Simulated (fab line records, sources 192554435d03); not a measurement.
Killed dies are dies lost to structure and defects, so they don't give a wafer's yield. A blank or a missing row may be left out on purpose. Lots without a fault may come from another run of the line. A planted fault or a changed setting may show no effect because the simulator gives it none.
Which tool did it? | flow n5_finfet | 8 lots, 24 wafers sampled, at 5 steps of a route of 1938

WHAT THE GAUGES READ, wafer by wafer
N5_BEOL_M15_RC_MEAS_101.
lot  | measured     | on        | COMB_M10 (S/m)          | COMB_M10_max_site (S/m) | COMB_M11 (S/m)             | COMB_M11_max_site (S/m) | COMB_M12 (S/m)          | COMB_M13 (S/m)          | COMB_M14 (S/m)          | COMB_M15 (S/m)          | COMB_M5 (S/m)           | COMB_M6 (S/m)           | COMB_M7 (S/m)           | COMB_M8 (S/m)           | COMB_M9 (S/m)           | SERP_M10 (ohm/um) | SERP_M11 (ohm/um) | SERP_M12 (ohm/um) | SERP_M13 (ohm/um) | SERP_M14 (ohm/um)    | SERP_M5 (ohm/um) | SERP_M6 (ohm/um) | SERP_M7 (ohm/um) | SERP_M8 (ohm/um) | SERP_M9 (ohm/um)
L367 | day 15 05:09 | prober-02 | 1.5e-11 1.3e-11 1.5e-11 | 2.5e-11 2e-11 2.2e-11   | 1.36e-11 1.58e-11 1.5e-11  | 2.1e-11 1.9e-11 1.8e-11 | 4.6e-12 5.2e-12 6e-12   | 4.7e-12 5.6e-12 4.7e-12 | 5.7e-12 4.9e-12 5.3e-12 | 3.3e-12 3.6e-12 2.8e-12 | 3.5e-11 2.9e-11 3.5e-11 | 2.1e-11 2.8e-11 2.2e-11 | 1.6e-11 3.2e-11 2.7e-11 | 2.2e-11 1.7e-11 1.9e-11 | 1.2e-11 1.5e-11 1.3e-11 | 3.07 2.97 2.94    | 3.07 3.08 3.13    | 0.634 0.637 0.644 | 0.319 0.322 0.320 | 0.1570 0.1596 0.1598 | 38.3 38.7 37.8   | 13.5 13.9 14.2   | 14.3 13.7 14.0   | 13.7 13.9 13.6   | 3.11 3.02 3.04
L368 | day 15 12:46 | prober-02 | 1.9e-11 1.4e-11 2.5e-11 | 2.3e-11 2.3e-11 3e-11   | 1.33e-11 1.17e-11 1.39e-11 | 1.9e-11 2.2e-11 2.1e-11 | 6.2e-12 6.8e-12 6.8e-12 | 5.3e-12 5e-12 6.9e-12   | 5.9e-12 3.8e-12 4.8e-12 | 3.9e-12 3.8e-12 3e-12   | 3.2e-11 3.6e-11 3.5e-11 | 3.1e-11 2e-11 2.8e-11   | 3.4e-11 2.2e-11 2.4e-11 | 2.6e-11 2.1e-11 2.1e-11 | 1.2e-11 1.5e-11 2e-11   | 3.07 3.01 2.97    | 3.09 3.11 3.04    | 0.650 0.639 0.645 | 0.305 0.316 0.315 | 0.1613 0.1575 0.1582 | 40.7 40.2 37.7   | 14.5 14.5 14.2   | 14.0 13.5 13.1   | 14.9 14.1 13.7   | 3.22 3.15 3.08
L372 | day 16 13:37 | prober-02 | 1.9e-11 1.5e-11 2e-11   | 2.2e-11 1.9e-11 2.5e-11 | 1.26e-11 2.01e-11 1.82e-11 | 1.7e-11 3e-11 2.6e-11   | 7.4e-12 6.4e-12 6.4e-12 | 5.4e-12 5.6e-12 6.5e-12 | 4.8e-12 4.2e-12 3.9e-12 | 3.7e-12 3.1e-12 2.9e-12 | 3.5e-11 3e-11 5e-11     | 2.8e-11 2.6e-11 2.2e-11 | 2.1e-11 1.9e-11 2.4e-11 | 2.1e-11 3e-11 2.1e-11   | 1.2e-11 1.2e-11 1.7e-11 | 3.01 3.04 3.03    | 3.08 3.02 2.98    | 0.639 0.647 0.651 | 0.313 0.306 0.314 | 0.1625 0.1620 0.1596 | 38.1 37.8 38.6   | 13.2 13.7 13.3   | 13.0 13.9 12.7   | 14.2 13.6 13.9   | 3.06 3.02 3.14
L378 | day 17 15:37 | prober-02 | 1.4e-11 1.4e-11 1.2e-11 | 2.2e-11 1.8e-11 1.5e-11 | 1.85e-11 1.71e-11 1.54e-11 | 3.3e-11 2.3e-11 2.2e-11 | 8.2e-12 7.1e-12 7.1e-12 | 3.7e-12 4e-12 4.9e-12   | 4.8e-12 4.3e-12 5e-12   | 2.8e-12 4.5e-12 3.3e-12 | 4e-11 3.7e-11 3.5e-11   | 2e-11 2.9e-11 2.9e-11   | 2.4e-11 2.7e-11 2.5e-11 | 2.9e-11 3.1e-11 2.5e-11 | 2e-11 1.5e-11 1.2e-11   | 3.14 3.13 3.20    | 3.08 3.12 3.02    | 0.641 0.651 0.657 | 0.308 0.302 0.305 | 0.1611 0.1603 0.1578 | 39.1 37.6 38.7   | 13.2 13.6 13.1   | 14.5 13.8 14.0   | 14.0 14.1 13.8   | 3.09 2.98 3.11
L383 | day 18 12:28 | prober-01 | 1.4e-11 1.4e-11 9e-12   | 1.6e-11 2e-11 1.5e-11   | 1.1e-11 1.58e-11 1.3e-11   | 2.1e-11 2.4e-11 2e-11   | 5.6e-12 5.2e-12 4.4e-12 | 3.8e-12 4.6e-12 2.3e-12 | 3.4e-12 8e-13 1.5e-12   | 1.1e-12 1e-12 1.6e-12   | 3.7e-11 3.5e-11 3.4e-11 | 1.5e-11 2.1e-11 2.9e-11 | 1.6e-11 2.5e-11 2.5e-11 | 1.9e-11 2e-11 2.4e-11   | 1.2e-11 1.5e-11 1.5e-11 | 3.24 3.10 3.10    | 3.08 3.03 3.08    | 0.621 0.634 0.611 | 0.306 0.304 0.303 | 0.1614 0.1632 0.1587 | 38.4 38.0 38.3   | 13.4 14.1 13.6   | 13.0 13.7 13.2   | 12.9 13.3 13.2   | 3.12 3.01 3.19
L387 | day 19 08:47 | prober-02 | 1.6e-11 1.5e-11 1.3e-11 | 2.1e-11 1.9e-11 1.8e-11 | 1.67e-11 2.08e-11 1.67e-11 | 3e-11 3.1e-11 2.6e-11   | 6.9e-12 8.1e-12 7.2e-12 | 4.8e-12 5.8e-12 5.5e-12 | 3.8e-12 4.2e-12 4.4e-12 | 3.3e-12 3.4e-12 3.1e-12 | 2.8e-11 2e-11 2.6e-11   | 3.2e-11 2.4e-11 2.7e-11 | 2.7e-11 2e-11 3.6e-11   | 2.4e-11 2.2e-11 2.1e-11 | 9e-12 1.8e-11 1.7e-11   | 3.03 3.01 2.92    | 3.06 3.12 3.10    | 0.642 0.636 0.640 | 0.302 0.300 0.298 | 0.1598 0.1612 0.1569 | 39.6 39.8 38.1   | 13.8 14.6 14.0   | 12.9 14.0 13.9   | 13.0 13.7 13.5   | 3.04 2.99 3.11
L386 | day 19 13:45 | prober-01 | 1.4e-11 1e-11 1e-11     | 2e-11 1.8e-11 1.9e-11   | 1.26e-11 1.58e-11 1.19e-11 | 1.9e-11 2.8e-11 1.9e-11 | 6.9e-12 5e-12 7.7e-12   | 4.1e-12 3.1e-12 4e-12   | 3.4e-12 3.2e-12 3e-12   | 1.2e-12 1.4e-12 2.1e-12 | 6.6e-11 4.1e-11 5.7e-11 | 1.7e-11 2.3e-11 1.6e-11 | 1.3e-11 2.8e-11 2.6e-11 | 2.5e-11 2.2e-11 2.3e-11 | 1.4e-11 1.1e-11 1.7e-11 | 3.06 3.09 3.04    | 2.93 2.92 2.97    | 0.633 0.631 0.637 | 0.304 0.311 0.307 | 0.1568 0.1617 0.1618 | 41.6 39.1 38.7   | 13.7 13.4 13.5   | 14.2 13.6 14.5   | 14.1 13.8 14.6   | 3.14 3.05 3.12
L384 | day 20 07:07 | prober-01 | 3.7e-11 4.3e-11 3.7e-11 | 6.4e-11 4.6e-11 4.9e-11 | 1.69e-11 1.47e-11 1.3e-11  | 2.9e-11 2e-11 1.6e-11   | 6.9e-12 8.2e-12 7e-12   | 3.3e-12 4.9e-12 4.3e-12 | 2.9e-12 2e-12 3.1e-12   | 1.1e-12 1.2e-12 1e-12   | 3.9e-11 3.5e-11 4.2e-11 | 1.8e-11 1.5e-11 2e-11   | 2.4e-11 2.4e-11 2.7e-11 | 2.6e-11 1.9e-11 1.9e-11 | 1.5e-11 1.7e-11 1.2e-11 | 2.90 2.94 2.99    | 3.02 3.23 3.14    | 0.636 0.636 0.664 | 0.313 0.304 0.298 | 0.1584 0.1619 0.1564 | 37.3 38.8 39.3   | 14.7 15.0 13.9   | 14.6 13.7 14.2   | 12.7 13.6 13.6   | 3.02 3.11 3.03

WHICH TOOL RAN EACH LOT (tool, then ch and the chambers of the sampled wafers, then the start)
lot  | N5_BEOL_M10_STRIP_36               | N5_BEOL_M10_TRENCH_ETCH_37                    | N5_BEOL_M10_ALD_74                  | N5_BEOL_M10_CMP_52
L367 | rie_diel-04 ch 0,3, day 13 14:32   | rie_diel-04 ch 0,3, day 13 17:20 or earlier   | ald_metal-03 ch 2,3, day 13 17:20   | cmp-04 ch 0,2,3, day 13 18:40
L368 | rie_diel-04 ch 2,3, day 14 00:04   | rie_diel-04 ch 2,3, day 14 01:31 or earlier   | ald_metal-02 ch 0,1,2, day 14 01:31 | cmp-02 ch 0,2,3, day 14 02:46
L372 | rie_diel-04 ch 0,1, day 14 20:04   | rie_diel-04 ch 0,1, day 14 21:05 or earlier   | ald_metal-01 ch 1,2, day 14 21:05   | cmp-01 ch 1,2, day 14 22:50
L378 | rie_diel-05 ch 0,1,3, day 16 00:29 | rie_diel-05 ch 0,1,3, day 16 03:10 or earlier | ald_metal-03 ch 0,1,2, day 16 03:10 | cmp-01 ch 0,1, day 16 04:24
L383 | rie_diel-05 ch 0,1,3, day 16 18:54 | rie_diel-05 ch 0,1,3, day 16 20:08 or earlier | ald_metal-01 ch 1,2,3, day 16 20:08 | cmp-04 ch 2,3, day 16 21:59
L387 | rie_diel-04 ch 2,3, day 17 23:54   | rie_diel-04 ch 2,3, day 18 00:56 or earlier   | ald_metal-01 ch 0,1,2, day 18 00:56 | cmp-02 ch 0,3, day 18 02:01
L386 | rie_diel-02 ch 2,3, day 18 00:38   | rie_diel-02 ch 2,3, day 18 01:38 or earlier   | ald_metal-02 ch 1,2,3, day 18 01:38 | cmp-04 ch 0,2, day 18 04:37
L384 | rie_diel-04 ch 0,1,2, day 18 20:28 | rie_diel-04 ch 0,1,2, day 18 21:38 or earlier | ald_metal-03 ch 1,2,3, day 18 21:38 | cmp-02 ch 0,2,3, day 18 22:47
- N5_BEOL_M10_STRIP_36: strips in N2/H2.
- N5_BEOL_M10_TRENCH_ETCH_37: etches SiCOH lowk in C4F6/O2, target depth 148.83 nm, time 48 s.
- N5_BEOL_M10_ALD_74: deposits TaN, target thk 2 nm, pulse time 2 s, purge time 3 s.
- N5_BEOL_M10_CMP_52: polishes, stops on SiCOH lowk, t overpolish 7 s, target thk 140 nm.

WHAT THE TOOLS THEMSELVES READ (means of the sampled wafers that have a number; where no wafer has one, the mark that the record gives instead)
N5_BEOL_M10_STRIP_36.
lot  | tool        | drypump_motor_current_A (A) | oes_product_au (a.u.) | rf_vpp_V (V) | showerhead_plenum_p_Torr (Torr) | throttle_valve_pct (%)
L367 | rie_diel-04 | 5.8                         | 0.93                  | 57.5         | 2.53                            | 23.46
L368 | rie_diel-04 | 5.6                         | 0.87                  | 59.4         | 2.56                            | 23.62
L372 | rie_diel-04 | 5.8                         | 0.91                  | 58.0         | 2.53                            | 23.33
L378 | rie_diel-05 | 6.0                         | 0.73                  | 59.7         | 2.53                            | 23.51
L383 | rie_diel-05 | 6.0                         | 0.72                  | 57.9         | 2.52                            | 23.52
L387 | rie_diel-04 | 5.9                         | 0.92                  | 59.6         | 2.52                            | 23.42
L386 | rie_diel-02 | 5.5                         | 0.79                  | 59.4         | 2.55                            | 23.80
L384 | rie_diel-04 | 5.9                         | 0.87                  | 59.2         | 2.51                            | 23.35

N5_BEOL_M10_TRENCH_ETCH_37.
lot  | tool        | drypump_motor_current_A (A) | oes_product_au (a.u.) | rf_vpp_V (V) | showerhead_plenum_p_Torr (Torr) | throttle_valve_pct (%)
L367 | rie_diel-04 | 5.8                         | 0.93                  | 662          | 2.83                            | 20.62
L368 | rie_diel-04 | 5.6                         | 0.86                  | 658          | 2.88                            | 20.88
L372 | rie_diel-04 | 5.8                         | 0.91                  | 668          | 2.83                            | 20.55
L378 | rie_diel-05 | 5.9                         | 0.72                  | 665          | 2.83                            | 20.90
L383 | rie_diel-05 | 6.0                         | 0.71                  | 666          | 2.83                            | 20.92
L387 | rie_diel-04 | 5.9                         | 0.93                  | 662          | 2.83                            | 20.73
L386 | rie_diel-02 | 5.5                         | 0.81                  | 669          | 2.86                            | 20.96
L384 | rie_diel-04 | 5.9                         | 0.87                  | 668          | 2.82                            | 20.62

N5_BEOL_M10_ALD_74.
lot  | tool         | heater_power_w (W)
L367 | ald_metal-03 | 438
L368 | ald_metal-02 | 432
L372 | ald_metal-01 | 394
L378 | ald_metal-03 | 389
L383 | ald_metal-01 | 417
L387 | ald_metal-01 | 410
L386 | ald_metal-02 | 433
L384 | ald_metal-03 | 386

N5_BEOL_M10_CMP_52.
lot  | tool   | edge_zone_pressure_frac | motor_current_A (A)
L367 | cmp-04 | 1.006                   | 6.0
L368 | cmp-02 | 1.001                   | 6.8
L372 | cmp-01 | 1.002                   | 6.3
L378 | cmp-01 | 0.999                   | 5.6
L383 | cmp-04 | 0.993                   | 5.8
L387 | cmp-02 | 1.004                   | 6.8
L386 | cmp-04 | 0.994                   | 6.1
L384 | cmp-02 | 0.994                   | 6.8

THE ANSWER, worked out from the rows above alone
Rule: what is usual is taken from the lots themselves. Put in order of their means at a reading, lots are off if they are a third of the lots or fewer, leave a main group of 4 or more, and stand apart from it by a gap of 3 or more times the standard deviation of the main group's means; of several such gaps the widest counts. A main group whose means are all the same, to the digits that the tables above print for the reading, isn't used. A lot without any number at a reading at which 4 lots or more have one is off too. The other lots that the step has rows for count as sound. The gauges are gone through in route order, then the tools' own readings, and for those a lot's mean is taken as printed above. The first step at which some lot is off is used, and at that step the reading that is off furthest; a lot without a number counts as furthest.
Off: L384, at N5_BEOL_M15_RC_MEAS_101 (COMB_M10_max_site). The main group: mean 2.0e-11 S/m, standard deviation 2.7e-12.
A tool fits if, at a process step before that reading, it ran every lot that is off, and no sound lot after the first of them. The gauges at N5_BEOL_M15_RC_MEAS_101 are tried like those tools. N5_BEOL_M10_TRENCH_ETCH_37 gives no start for some lots, so the hours and the order of its lots are those of N5_BEOL_M10_ALD_74. Can't be told from this: 4 tools fit, rie_diel-04 at N5_BEOL_M10_STRIP_36 and N5_BEOL_M10_TRENCH_ETCH_37, ald_metal-03 at N5_BEOL_M10_ALD_74, cmp-02 at N5_BEOL_M10_CMP_52, prober-01 at N5_BEOL_M15_RC_MEAS_101.

WHAT THE SIMULATOR HAD PUT IN
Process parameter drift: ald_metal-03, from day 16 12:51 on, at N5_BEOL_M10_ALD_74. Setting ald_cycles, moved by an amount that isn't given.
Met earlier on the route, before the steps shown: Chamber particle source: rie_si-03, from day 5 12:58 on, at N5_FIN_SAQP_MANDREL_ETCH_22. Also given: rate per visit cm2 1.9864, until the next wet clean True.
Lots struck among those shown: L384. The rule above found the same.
